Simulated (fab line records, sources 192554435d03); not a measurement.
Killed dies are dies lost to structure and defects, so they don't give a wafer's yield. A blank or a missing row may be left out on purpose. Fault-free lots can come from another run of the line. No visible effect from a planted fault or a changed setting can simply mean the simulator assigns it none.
Chamber matching + flow n5Finfet + rieDiel-05 running N5_BEOL_M15_VIA_ETCH_16: 4 sister chambers
The step etches SiO2 in C4F8/O2/Ar, target depth 1792.2 nm. 4 wafers are shown with their chamber, then 9 later ones without.

## WAFERS, EACH WITH ITS CHAMBER
| wafer  | chamber | drypumpMotorCurrentA (A) |
|--------|---------|--------------------------|
| L079.6 | 3       | 5.8                      |
| L084.5 | 2       | 6.1                      |
| L083.5 | 1       | 5.8                      |
| L083.6 | 0       | 4.8                      |

## WAFERS WHOSE CHAMBER IS MISSING
| wafer  | drypumpMotorCurrentA (A) |
|--------|--------------------------|
| L082.4 | 6.1                      |
| L082.5 | 5.8                      |
| L082.6 | 6.1                      |
| L085.2 | 5.8                      |
| L085.3 | 4.8                      |
| L085.6 | 6.1                      |
| L089.1 | 5.9                      |
| L089.4 | 4.8                      |
| L089.6 | 6.1                      |

## THE CHAMBER EACH PASSED THROUGH
| wafer  | from the rows above     | in truth |
|--------|-------------------------|----------|
| L082.4 | 2                       | 2        |
| L082.5 | can't be placed: 1 or 3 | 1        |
| L082.6 | 2                       | 2        |
| L085.2 | can't be placed: 1 or 3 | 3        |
| L085.3 | 0                       | 0        |
| L085.6 | 2                       | 2        |
| L089.1 | can't be placed: 1 or 3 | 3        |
| L089.4 | 0                       | 0        |
| L089.6 | 2                       | 2        |
Placed correctly: 6 of 9. Unplaceable from these rows: 3, with the true chamber sitting among the candidates in 3. Number placed wrongly: 0.
How it was worked out, from the rows above alone: a wafer's distance from a chamber is the root of the sum, over the readings, of the square of ((its reading less the chamber's mean) divided by the reading's scatter). The wafer belongs to the nearest chamber; if the next one is less than 2 further off, it can't be placed. Each chamber's mean is taken over the wafers shown for it. The scatter: with one shown wafer a chamber, the root of the mean of the squares of how far each hidden wafer lies from its nearest shown one.
